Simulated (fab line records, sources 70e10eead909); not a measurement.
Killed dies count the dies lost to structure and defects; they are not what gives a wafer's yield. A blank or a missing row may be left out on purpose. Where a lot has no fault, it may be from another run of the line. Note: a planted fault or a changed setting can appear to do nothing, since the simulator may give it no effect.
fab line records	flow nand_harc
record: lots: 14	wafers: 42	last_day: 33
route steps=1302 shown A_M0@1158 THIN_TSV@1250 END@1302
lots with no fault: from the same line, run without faults
start_h: start of the lot's first displayed wafer, in hours after the record's first day	wait_h: hours elapsed since this lot's preceding step	" identical to the entry in the row above	L1.1+2: several wafers, shown together as one row	- either no value or no given start	* or withheld: withheld	< > ~ a bound
route shown NAME@n: NAME is a module with steps in the file, n the number in the route of the first one	usual: mean/standard deviation of fault-free wafers	same: alike in all rows	chamber/n: place in a boat	sites: the reading at each site	_std_site: how widely they spread, as a standard deviation	_edge_site: outer sites' mean less inner sites'	radius_mm: how far each site lies from the wafer's centre	mask NAME#n: copy n	behind: tool/chamber where the wafer was last shaped	hold: what put the lot on hold/how long, in hours/how the hold closed	device: the n, p or np transistor that did not switch	end of line: the tests these same wafers got at the end of their route	a step given without rows: its recipe and nothing more	killed: the dies lost at the first sort to structure and to defects; this is not the yield of the wafer	map: dies across one wafer; x = killed, . = not, _ = none there
set.NAME: the setting as run; set.NAME@STEP: as run at that earlier step	model.NAME: the simulator's own value behind a step, which no gauge read
a sample of lots followed through the steps of the route, with each step as a table and each wafer as a row
services: the hour from which a tool's chamber was out of use, counted from the record's first day as start_h (under 0 if before that day), plus the number of hours and why
== steps ==
step: NHARC_A_M0_PVD_20
recipe: target_thk_a: 50	bias_v: 168.6	power_w: 15000	chamber_pressure_pa: 0.12	time_s: 8.06	substrate_temp_c: 50	material: TaN
usual: throttle_valve_pct: 29.9/1.4
lot.wafer	tool	chamber	start_h	wait_h	throttle_valve_pct
L647.2	pvd_sputter-03	-	522.59	-	28.6
L647.4	"	-	"	"	31.7
L647.6	"	-	"	"	28.4
L648.4	pvd_sputter-02	-	534.06	-	30.3
L648.6	"	-	"	"	29.4
L648.5	"	-	"	"	26.6
L646.1	pvd_sputter-01	-	535.62	-	28.6
L646.3	"	-	"	"	29.6
L646.6	"	-	"	"	30.0
L650.1	pvd_sputter-01	-	550.33	-	29.9
L650.3	"	-	"	"	28.4
L650.5	"	-	"	"	30.1
L649.1	pvd_sputter-01	-	551.67	-	30.1
L649.5	"	-	"	"	29.9
L649.6	"	-	"	"	30.0
L651.1	pvd_sputter-01	-	572.48	-	28.5
L651.3	"	-	"	"	30.1
L651.5	"	-	"	"	30.0
L652.4	pvd_sputter-01	-	574.97	-	28.7
L652.5	"	-	"	"	28.6
L652.6	"	-	"	"	30.1
L658.1	pvd_sputter-03	-	646.93	-	32.5
L658.3	"	-	"	"	30.0
L658.5	"	-	"	"	32.2
L659.1	pvd_sputter-02	-	651.14	-	30.2
L659.5	"	-	"	"	30.0
L659.6	"	-	"	"	30.5
L661.2	pvd_sputter-02	-	659.52	-	27.6
L661.4	"	-	"	"	29.9
L661.5	"	-	"	"	30.3
L660.3	pvd_sputter-03	-	665.50	-	31.8
L660.1	"	-	"	"	28.5
L660.4	"	-	"	"	32.3
L663.1	pvd_sputter-02	-	697.96	-	30.4
L663.4	"	-	"	"	30.1
L663.5	"	-	"	"	30.0
L664.4	pvd_sputter-03	-	702.11	-	31.8
L664.2	"	-	"	"	28.7
L664.1	"	-	"	"	32.5
L669.2	pvd_sputter-03	-	759.94	-	29.1
L669.3	"	-	"	"	32.0
L669.5	"	-	"	"	28.7
step: NHARC_THIN_TSV_DEP_43
recipe: target_thk_a: 13285	temp_c: withheld	pressure_torr: 6.5	rf_w: 900	teos_flow_sccm: 161.4	flow_sccm: 2650	target_thk_nm: 1328.5	gas: O2	material: SiO2
usual: throttle_valve_pct: 16.0/0.72
lot.wafer	tool	chamber	start_h	wait_h	throttle_valve_pct
L647.2	pecvd-04	2	543.71	-	16.7
L647.6	"	2	"	"	16.4
L647.4	"	1	"	"	15.8
L648.4	pecvd-04	0	556.70	-	16.9
L648.6	"	1	"	"	15.5
L648.5	"	0	"	"	17.2
L646.1	pecvd-02	1	557.71	-	15.6
L646.3	"	0	"	"	15.7
L646.6	"	0	"	"	15.8
L650.3	pecvd-02	0	571.76	-	15.4
L650.1	"	1	"	"	15.3
L650.5	"	0	"	"	15.6
L649.1	pecvd-04	2	572.94	-	16.5
L649.6	"	2	"	"	16.5
L649.5	"	0	"	"	16.8
L651.3	pecvd-04	1	594.03	-	15.7
L651.1	"	2	"	"	16.3
L651.5	"	0	"	"	16.8
L652.5	pecvd-04	0	595.35	-	17.1
L652.6	"	1	"	"	15.8
L652.4	"	2	"	"	16.4
L658.1	pecvd-04	1	671.75	-	14.8
L658.3	"	2	"	"	15.8
L658.5	"	2	"	"	16.1
L659.1	pecvd-03	1	673.04	-	16.8
L659.6	"	0	"	"	16.1
L659.5	"	1	"	"	16.8
L661.2	pecvd-03	0	684.67	-	16.3
L661.4	"	2	"	"	16.3
L661.5	"	0	"	"	16.5
L660.1	pecvd-02	2	685.87	-	14.9
L660.3	"	0	"	"	15.3
L660.4	"	0	"	"	15.4
L663.1	pecvd-03	1	721.82	-	16.9
L663.5	"	0	"	"	16.2
L663.4	"	1	"	"	17.0
L664.2	pecvd-02	1	725.48	-	14.6
L664.1	"	2	"	"	15.0
L664.4	"	1	"	"	14.9
L669.2	pecvd-03	2	781.56	-	16.0
L669.3	"	0	"	"	16.5
L669.5	"	1	"	"	16.3
step: NHARC_THIN_TSV_CD_MEAS_16
usual: cd_nm: 998.0/2.1
lot.wafer	tool	chamber	start_h	wait_h	cd_nm
L647.2	cd_sem-03	-	545.50	0.1	999.2
L647.4	"	-	"	"	999.4
L647.6	"	-	"	"	999.3
L648.4	cd_sem-03	-	558.32	0.1	998.8
L648.5	"	-	"	"	995.4
L648.6	"	-	"	"	995.5
L646.1	cd_sem-03	-	559.37	0.1	994.1
L646.3	"	-	"	"	994.2
L646.6	"	-	"	"	994.9
L650.1	cd_sem-01	-	573.43	0.1	998.9
L650.3	"	-	"	"	996.6
L650.5	"	-	"	"	996.5
L649.1	cd_sem-03	-	574.60	0.1	995.6
L649.5	"	-	"	"	995.9
L649.6	"	-	"	"	993.7
L651.1	cd_sem-03	-	595.83	0.1	998.0
L651.3	"	-	"	"	999.0
L651.5	"	-	"	"	995.8
L652.4	cd_sem-01	-	597.02	0.1	999.1
L652.5	"	-	"	"	999.9
L652.6	"	-	"	"	997.9
L658.1	cd_sem-02	-	673.54	0.1	998.2
L658.3	"	-	"	"	1000.5
L658.5	"	-	"	"	997.4
L659.1	cd_sem-01	-	674.74	0.1	1000.3
L659.5	"	-	"	"	1002.1
L659.6	"	-	"	"	999.2
L661.2	cd_sem-02	-	686.42	0.1	998.3
L661.4	"	-	"	"	996.3
L661.5	"	-	"	"	1002.4
L660.1	cd_sem-01	-	687.49	0.1	996.7
L660.3	"	-	"	"	996.9
L660.4	"	-	"	"	998.6
L663.1	cd_sem-03	-	723.39	0.1	1000.1
L663.4	"	-	"	"	1002.2
L663.5	"	-	"	"	1001.6
L664.1	cd_sem-01	-	727.23	0.1	1000.2
L664.2	"	-	"	"	996.5
L664.4	"	-	"	"	998.3
L669.2	cd_sem-03	-	783.30	0.1	998.7
L669.3	"	-	"	"	994.6
L669.5	"	-	"	"	998.0
step: NHARC_THIN_TSV_ETCH_36
recipe: target_depth_a: 650	over_etch_frac: 0.3	time_s: 18.571	ion_energy_ev: 150	chemistry: Cl2/BCl3
usual: drypump_motor_current_A: 5.69/0.21	oes_product_au: 1.008/0.0091
lot.wafer	tool	chamber	start_h	wait_h	drypump_motor_current_A	oes_product_au	rf_hours_counter_h
L647.2	rie_metal-01	0	550.85	0.2	5.38	1.013	2.2
L647.4	"	1	"	"	5.88	1.010	-
L647.6	"	1	"	"	5.90	1.007	-
L648.4	rie_metal-02	1	563.87	0.2	5.54	1.018	-
L648.5	"	1	"	"	5.56	1.006	-
L648.6	"	0	"	"	5.49	1.005	-
L646.1	rie_metal-03	0	564.73	0.2	5.89	1.004	0.9
L646.3	"	1	"	"	5.89	1.002	-
L646.6	"	0	"	"	5.88	1.005	-
L650.1	rie_metal-03	0	578.91	0.2	5.89	0.992	1.1
L650.3	"	1	"	"	5.92	0.997	-
L650.5	"	0	"	"	5.89	0.996	-
L649.1	rie_metal-02	1	580.41	0.2	5.56	1.022	2.2
L649.6	"	1	"	"	5.55	1.021	-
L649.5	"	0	"	"	5.54	1.000	-
L651.1	rie_metal-02	0	601.31	0.2	5.54	1.011	2.5
L651.3	"	1	"	"	5.58	1.004	-
L651.5	"	0	"	"	5.54	1.010	-
L652.4	rie_metal-03	0	602.37	0.2	5.90	0.999	-
L652.5	"	0	"	"	5.91	0.995	-
L652.6	"	1	"	"	5.91	1.011	-
L658.1	rie_metal-01	0	679.03	0.2	5.36	1.005	1.5
L658.3	"	1	"	"	5.89	1.010	-
L658.5	"	0	"	"	5.37	1.005	-
L659.1	rie_metal-02	0	680.22	0.2	5.58	1.019	1.1
L659.6	"	1	"	"	5.54	1.019	-
L659.5	"	0	"	"	5.58	1.025	-
L661.2	rie_metal-02	0	691.96	0.2	5.56	1.017	1.3
L661.4	"	1	"	"	5.55	1.020	-
L661.5	"	0	"	"	5.57	1.012	-
L660.1	rie_metal-03	0	693.19	0.2	5.94	1.009	3.3
L660.3	"	0	"	"	5.90	1.005	-
L660.4	"	1	"	"	5.88	1.002	-
L663.1	rie_metal-01	1	728.77	0.2	5.87	1.016	2.0
L663.4	"	1	"	"	5.88	1.011	-
L663.5	"	1	"	"	5.90	1.011	-
L664.2	rie_metal-03	1	732.84	0.2	5.89	1.003	0.7
L664.1	"	0	"	"	5.91	1.005	0.7
L664.4	"	0	"	"	5.93	1.005	-
L669.2	rie_metal-01	0	789.51	0.2	5.39	1.003	0.4
L669.3	"	0	"	"	5.39	1.000	-
L669.5	"	0	"	"	5.38	1.001	-
step: NHARC_END_SORT_01
recipe: temp_c: 25
usual: defect_limited_yield: 90/3.1	killed_at_array: 59/20	killed_at_other: 0.8/1.1	killed_at_periphery: 5/3.1	killed_dies: 64/21	killed_open: 3.4/1.9	killed_short: 2.3/1.7
same: gross_dies: 677
lot.wafer	tool	chamber	start_h	wait_h	defect_limited_yield[%]	killed_at_array	killed_at_other	killed_at_periphery	killed_dies	killed_open	killed_short
L649.1	prober-02	0	587.54	2.5	78	146	0	2	148	1	2
L649.5	prober-02	0	590.76	3.7	80	129	0	4	133	1	2
L649.6	prober-02	0	591.57	4.0	76	155	2	4	161	3	1
L651.1	prober-01	0	609.87	2.5	76	158	0	3	161	2	2
L651.3	prober-01	0	611.46	3.1	78	143	0	4	147	1	1
L651.5	prober-01	0	613.05	3.7	75	169	0	0	169	1	1
L652.4	prober-02	0	612.23	3.4	81	127	0	4	131	3	0
L652.5	prober-02	0	613.03	3.7	80	135	1	2	138	4	1
L652.6	prober-02	0	613.83	4.0	84	106	1	2	109	5	2
L661.2	prober-02	0	701.30	2.8	92	48	1	5	54	0	2
L661.4	prober-02	0	702.92	3.4	90	69	1	0	70	6	6
L661.5	prober-02	0	703.72	3.7	93	42	0	6	48	1	1
killed by level:class
L649.1 A_M0:unspecified=85 A_CHANNEL_HOLE_D2:chamber_film_flake=34 A_SLIT:chamber_film_flake=18 A_STAIRCASE:chamber_film_flake=3 A_CONTACT:chamber_film_flake=3 P_M0:geometric_particle:short=1 A_CHANNEL_FILL_D2:geometric_particle:short=1 A_WL_FILL:geometric_particle:open=1
L649.5 A_M0:unspecified=69 A_SLIT:chamber_film_flake=27 A_CHANNEL_HOLE_D2:chamber_film_flake=18 A_CONTACT:chamber_film_flake=6 A_STAIRCASE:chamber_film_flake=4 P_GATE:chamber_film_flake=3 A_CHANNEL_HOLE_D1:chamber_film_flake=3 P_STI:geometric_particle:short=1
L649.6 A_M0:unspecified=96 A_CHANNEL_HOLE_D2:chamber_film_flake=27 A_SLIT:chamber_film_flake=24 P_GATE:chamber_film_flake=2 A_CHANNEL_HOLE_D1:chamber_film_flake=2 A_CONTACT:chamber_film_flake=2 THIN_TSV:chamber_film_flake=2 P_M0:geometric_particle:open=1
L651.1 A_M0:unspecified=94 A_CHANNEL_HOLE_D1:chamber_film_flake=37 A_SLIT:chamber_film_flake=17 A_M0:chamber_film_flake=4 A_CHANNEL_HOLE_D2:chamber_film_flake=3 P_M0:geometric_particle:open=2 A_ONON_D2:geometric_particle:short=1 A_M0:geometric_particle:short=1
L651.3 A_M0:unspecified=65 A_CHANNEL_HOLE_D1:chamber_film_flake=37 A_SLIT:chamber_film_flake=25 A_CHANNEL_HOLE_D2:chamber_film_flake=10 A_M0:chamber_film_flake=4 P_GATE:chamber_film_flake=3 P_CONTACT:geometric_particle:open=1 A_SOURCE_PLATE:geometric_particle:short=1
L652.4 A_M0:unspecified=90 A_CHANNEL_HOLE_D2:chamber_film_flake=27 A_CONTACT:chamber_film_flake=5 P_M0:geometric_particle:open=2 P_ZERO_WELL:chamber_film_flake=2 A_CHANNEL_HOLE_D1:chamber_film_flake=2 A_CHANNEL_FILL_D2:geometric_particle:open=1 A_STAIRCASE:chamber_film_flake=1
L652.5 A_M0:unspecified=93 A_CHANNEL_HOLE_D2:chamber_film_flake=31 A_CONTACT:chamber_film_flake=4 A_CHANNEL_HOLE_D1:chamber_film_flake=2 P_STI:geometric_particle:open=1 A_ONON_D1:geometric_particle:short=1 A_BLC:geometric_particle:open=1 A_M0:geometric_particle:open=1
L651.5 A_M0:unspecified=93 A_CHANNEL_HOLE_D1:chamber_film_flake=34 A_SLIT:chamber_film_flake=28 A_CHANNEL_HOLE_D2:chamber_film_flake=6 A_CONTACT:chamber_film_flake=2 A_M0:chamber_film_flake=2 A_ONON_D1:geometric_particle:open=1 A_ONON_D2:geometric_particle:short=1
L652.6 A_M0:unspecified=61 A_CHANNEL_HOLE_D2:chamber_film_flake=32 A_STAIRCASE:chamber_film_flake=3 A_CONTACT:chamber_film_flake=3 A_M0:geometric_particle:open=2 P_GATE:geometric_particle:open=1 P_M0:geometric_particle:open=1 A_SLIT:geometric_particle:short=1
L661.2 A_SLIT:chamber_film_flake=30 A_CHANNEL_HOLE_D1:chamber_film_flake=7 A_CONTACT:chamber_film_flake=5 P_ZERO_WELL:chamber_film_flake=2 A_CHANNEL_HOLE_D1:geometric_particle:short=1 A_DECK1_JOINT:geometric_particle:short=1 P_STI:chamber_film_flake=1 P_GATE:chamber_film_flake=1
L661.4 A_SLIT:chamber_film_flake=37 A_CHANNEL_HOLE_D1:chamber_film_flake=12 A_BLC:geometric_particle:open=4 A_STAIRCASE:chamber_film_flake=3 A_CONTACT:chamber_film_flake=3 A_CHANNEL_HOLE_D2:geometric_particle:short=2 A_CHANNEL_HOLE_D2:chamber_film_flake=2 A_CHANNEL_HOLE_D2:geometric_particle:open=1
L661.5 A_SLIT:chamber_film_flake=26 A_STAIRCASE:chamber_film_flake=5 P_ZERO_WELL:chamber_film_flake=4 A_CHANNEL_HOLE_D1:chamber_film_flake=4 A_WL_FILL:chamber_film_flake=2 A_CHANNEL_HOLE_D2:chamber_film_flake=2 A_CONTACT:chamber_film_flake=2 P_CONTACT:geometric_particle:open=1
== services ==
tool	chamber	start_h	hours	kind
rie_metal-03	-	519.00	9.0	pm
pvd_sputter-03	-	526.00	10.0	pm
pecvd-03	-	547.00	13.0	pm
rie_metal-01	-	547.31	0.5	repair
pecvd-04	2	554.84	16.2	repair
rie_metal-01	-	575.00	9.0	pm
pecvd-02	0	579.84	6.1	repair
pvd_sputter-01	-	582.00	10.0	pm
pecvd-02	-	589.41	13.0	pm
pecvd-03	-	611.32	0.8	repair
pecvd-04	-	631.16	13.0	pm
rie_metal-02	-	631.24	9.0	pm
pvd_sputter-01	-	645.71	4.6	repair
pecvd-04	-	649.80	0.6	repair
pecvd-04	0	679.79	13.7	repair
pecvd-04	0	694.06	6.4	repair
rie_metal-03	-	696.00	9.0	pm
pvd_sputter-01	-	698.62	2.1	repair
pvd_sputter-01	-	703.64	3.8	repair
pvd_sputter-03	-	704.08	10.0	pm
pvd_sputter-01	-	713.71	1.1	repair
pecvd-04	0	719.41	4.3	repair
pvd_sputter-03	-	736.97	1.4	repair
pvd_sputter-01	-	760.00	10.0	pm
== key ==
first_sign: step: NHARC_END_SORT_01	reading: killed_at_array	direction: up	sigmas: 4.2	usual: 59	struck: 141
effect: step: NHARC_END_SORT_01	reading: killed_dies	direction: up	sigmas: 3.8	usual: 64	struck: 144
more_kills_born_at: NHARC_A_M0_PVD_20@pvd_sputter-01: 746
met_at NHARC_A_M0_PVD_20
struck_lots L649,L651,L652
not_acting_at NHARC_THIN_TSV_DEP_43,NHARC_THIN_TSV_CD_MEAS_16,NHARC_THIN_TSV_ETCH_36
onset_between 550.33 551.67
fault: kind: chamber_particle_source	tool: pvd_sputter-01	chamber: -	onset_h: 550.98	steps: NHARC_A_M0_PVD_20	rate_per_visit_cm2: 1.1071	end_h: 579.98
